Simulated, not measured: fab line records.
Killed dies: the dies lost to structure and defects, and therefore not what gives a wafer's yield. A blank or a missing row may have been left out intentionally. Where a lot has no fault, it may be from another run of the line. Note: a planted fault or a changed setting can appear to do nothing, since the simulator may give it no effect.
Split-lot study || flow n5_finfet || 21 wafers read from 7 lots, route of 1938 steps

## ON THE SPLIT
At N5_MOL_CONTACT_COAG_CMP_23 (polishes, stops on SiO2, t overpolish 1.5 s, target thk 0 nm), the setting down_force_psi was moved away from the recipe's 2 psi on 8 of the 21 wafers read, by -16.7% to +19.8%. This setting was run at the recipe's value on the other wafers.

## FROM THE SPLIT TO THE READING: what the file shows between them, 4 steps
- N5_MOL_CONTACT_COAG_WET_ETCH_26: target Co, target depth 13 nm
- N5_MOL_CONTACT_COAG_WET_ETCH_116: etches the open film in SC1-inhibited, target depth 4.6 nm, rinse time 30 s
- N5_MOL_CONTACT_COAG_ALD_27: deposits SiOC, target thk 17 nm, pulse time 1.5 s, time 2720 s (also split here: time_s)
- N5_MOL_CONTACT_COAG_CMP_28: polishes, stops on SiNx, t overpolish 0.85 s, target thk 14.522 nm

## THE READING
MD_CAP_THK in nanometres, read at N5_MOL_CONTACT_COAG_THK_MEAS_29. Typical for fault-free wafers on this fab line: 17.93 nm, with standard deviation 0.1 nm.

{"wafer": "L075.2", "tool, chamber at the split": "cmp-04, 0,3", "down_force_psi as run, psi": 2, "against the recipe": "recipe", "MD_CAP_THK, nm": 17.95, "against lot-mates on the recipe": "-"}
{"wafer": "L075.4", "tool, chamber at the split": "cmp-04, 2", "down_force_psi as run, psi": 1.811, "against the recipe": "-9.5%", "MD_CAP_THK, nm": 18.13, "against lot-mates on the recipe": "+0.28"}
{"wafer": "L075.6", "tool, chamber at the split": "cmp-04, 0,3", "down_force_psi as run, psi": 2, "against the recipe": "recipe", "MD_CAP_THK, nm": 17.75, "against lot-mates on the recipe": "-"}
{"wafer": "L077.3", "tool, chamber at the split": "cmp-03, 3,2", "down_force_psi as run, psi": 2.233, "against the recipe": "+11.7%", "MD_CAP_THK, nm": 17.57, "against lot-mates on the recipe": -0.27}
{"wafer": "L077.5", "tool, chamber at the split": "cmp-03, 3,2", "down_force_psi as run, psi": 2.233, "against the recipe": "+11.7%", "MD_CAP_THK, nm": 17.72, "against lot-mates on the recipe": -0.12}
{"wafer": "L077.6", "tool, chamber at the split": "cmp-03, 3", "down_force_psi as run, psi": 2, "against the recipe": "recipe", "MD_CAP_THK, nm": 17.84, "against lot-mates on the recipe": "-"}
{"wafer": "L078.2", "tool, chamber at the split": "cmp-04, 0,1,3", "down_force_psi as run, psi": 2, "against the recipe": "recipe", "MD_CAP_THK, nm": 17.75, "against lot-mates on the recipe": "-"}
{"wafer": "L078.4", "tool, chamber at the split": "cmp-04, 0,1,3", "down_force_psi as run, psi": 2, "against the recipe": "recipe", "MD_CAP_THK, nm": 17.85, "against lot-mates on the recipe": "-"}
{"wafer": "L078.6", "tool, chamber at the split": "cmp-04, 0,1,3", "down_force_psi as run, psi": 2, "against the recipe": "recipe", "MD_CAP_THK, nm": 17.80, "against lot-mates on the recipe": "-"}
{"wafer": "L079.2", "tool, chamber at the split": "cmp-03, 1", "down_force_psi as run, psi": 2.395, "against the recipe": "+19.8%", "MD_CAP_THK, nm": 17.60, "against lot-mates on the recipe": -0.36}
{"wafer": "L079.4", "tool, chamber at the split": "cmp-03, 0", "down_force_psi as run, psi": 2, "against the recipe": "recipe", "MD_CAP_THK, nm": 17.89, "against lot-mates on the recipe": "-"}
{"wafer": "L079.6", "tool, chamber at the split": "cmp-03, 0", "down_force_psi as run, psi": 2, "against the recipe": "recipe", "MD_CAP_THK, nm": 18.04, "against lot-mates on the recipe": "-"}
{"wafer": "L086.1", "tool, chamber at the split": "cmp-04, 0,2", "down_force_psi as run, psi": 1.666, "against the recipe": "-16.7%", "MD_CAP_THK, nm": 18.34, "against lot-mates on the recipe": "+0.52"}
{"wafer": "L086.2", "tool, chamber at the split": "cmp-04, 0,2", "down_force_psi as run, psi": 1.666, "against the recipe": "-16.7%", "MD_CAP_THK, nm": 18.33, "against lot-mates on the recipe": "+0.51"}
{"wafer": "L086.6", "tool, chamber at the split": "cmp-04, 1", "down_force_psi as run, psi": 2, "against the recipe": "recipe", "MD_CAP_THK, nm": 17.82, "against lot-mates on the recipe": "-"}
{"wafer": "L087.2", "tool, chamber at the split": "cmp-03, 2,0,3", "down_force_psi as run, psi": 2, "against the recipe": "recipe", "MD_CAP_THK, nm": 17.97, "against lot-mates on the recipe": "-"}
{"wafer": "L087.3", "tool, chamber at the split": "cmp-03, 2,0,3", "down_force_psi as run, psi": 2, "against the recipe": "recipe", "MD_CAP_THK, nm": 18.01, "against lot-mates on the recipe": "-"}
{"wafer": "L087.6", "tool, chamber at the split": "cmp-03, 2,0,3", "down_force_psi as run, psi": 2, "against the recipe": "recipe", "MD_CAP_THK, nm": 17.89, "against lot-mates on the recipe": "-"}
{"wafer": "L089.2", "tool, chamber at the split": "cmp-03, 0", "down_force_psi as run, psi": 2, "against the recipe": "recipe", "MD_CAP_THK, nm": 17.93, "against lot-mates on the recipe": "-"}
{"wafer": "L089.5", "tool, chamber at the split": "cmp-03, 3,0", "down_force_psi as run, psi": 2.214, "against the recipe": "+10.7%", "MD_CAP_THK, nm": 17.74, "against lot-mates on the recipe": -0.19}
{"wafer": "L089.6", "tool, chamber at the split": "cmp-03, 3,0", "down_force_psi as run, psi": 2.214, "against the recipe": "+10.7%", "MD_CAP_THK, nm": 17.71, "against lot-mates on the recipe": -0.22}
If several chambers appear in one row, that row covers several wafers at once and the file leaves open which wafer was in which chamber.

FIT RESULTS
A straight line over all 21 wafers: MD_CAP_THK changes by -0.0211 nm for each +1% of down_force_psi; r = -0.90; the points scatter about the line by 0.089 nm.
The same after taking each lot's own level away (the mean of its wafers on the recipe; 21 wafers): -0.0238 nm for each +1%; r = -0.95; scatter 0.071 nm.
On that fit, the largest move of down_force_psi shifts the reading by 0.47 nm.
From 17.800 to 17.965 nm: that is the span of the lots' own levels, equal to 1.6 times the standard deviation above.
So the lot-to-lot level changes the slope: the two fits differ.
Check: with one of the wafers moved furthest among these (+19.8%) left out of the fit, the line predicts -0.468 nm for it against its lot-mates. Against them it came out at -0.365 nm.

## THESE WAFERS: OTHER SPLITS
These wafers also went through other splits before the reading. Each is held against what the fit with the lots' levels taken away leaves over:
{"other split on the same wafers": "N5_HKMG_FIN_EXPOSE_46 dose_mj", "wafers away from the commonest value": 7, "r with MD_CAP_THK (lot level and that fit taken away)": -0.23}
{"other split on the same wafers": "N5_HKMG_FIN_ETCH_58 source_w", "wafers away from the commonest value": 5, "r with MD_CAP_THK (lot level and that fit taken away)": "+0.24"}
{"other split on the same wafers": "N5_GATE_CUT_CMP_23 down_force_psi", "wafers away from the commonest value": 9, "r with MD_CAP_THK (lot level and that fit taken away)": "+0.09"}
{"other split on the same wafers": "N5_MOL_CONTACT_COAG_EXPOSE_05 dose_mj", "wafers away from the commonest value": 6, "r with MD_CAP_THK (lot level and that fit taken away)": -0.45}
{"other split on the same wafers": "N5_MOL_CONTACT_COAG_ALD_27 time_s", "wafers away from the commonest value": 5, "r with MD_CAP_THK (lot level and that fit taken away)": -0.08}

## THE WHOLE CHAIN: every reading that the file lists as answering this split, in the file's order
{"step": "N5_MOL_CONTACT_COAG_WET_ETCH_26", "what it does": "target Co, target depth 13 nm", "reading": "SiNx_of_GATE_CUT_SAC_CAP_01.thk_nm (the simulator's own value, which no gauge read)", "change (the file's fit)": "-0.0209 nm for each +1% of the setting", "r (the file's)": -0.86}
{"step": "N5_MOL_CONTACT_COAG_WET_ETCH_116", "what it does": "etches the open film in SC1-inhibited, target depth 4.6 nm, rinse time 30 s", "reading": "SiNx_of_GATE_CUT_SAC_CAP_01.thk_nm (the simulator's own value, which no gauge read)", "change (the file's fit)": "-0.0281 nm for each +1% of the setting", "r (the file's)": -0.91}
{"step": "N5_MOL_CONTACT_COAG_CMP_28", "what it does": "polishes, stops on SiNx, t overpolish 0.85 s, target thk 14.522 nm", "reading": "SiNx_of_GATE_CUT_SAC_CAP_01.thk_nm (the simulator's own value, which no gauge read)", "change (the file's fit)": "-0.0231 nm for each +1% of the setting", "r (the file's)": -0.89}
{"step": "N5_MOL_CONTACT_COAG_THK_MEAS_29", "what it does": "", "reading": "MD_CAP_THK", "change (the file's fit)": "-0.0226 for each +1% of the setting", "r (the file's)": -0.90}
{"step": "N5_MOL_CONTACT_COAG_ETCH_47", "what it does": "etches SiNx in CH3F/O2, stops on W, target depth 27 nm", "reading": "etch.depth_nm (the simulator's own value, which no gauge read)", "change (the file's fit)": "-0.0223 nm for each +1% of the setting", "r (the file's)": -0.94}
{"step": "N5_MOL_CONTACT_COAG_ETCH_47", "what it does": "etches SiNx in CH3F/O2, stops on W, target depth 27 nm", "reading": "MOL_CONTACT_COAG.feature_depth_nm (the simulator's own value, which no gauge read)", "change (the file's fit)": "-0.025 nm for each +1% of the setting", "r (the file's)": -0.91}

## FILE'S OWN FIT
MD_CAP_THK changes by -0.0226 nm for each +1% of down_force_psi, r = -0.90.
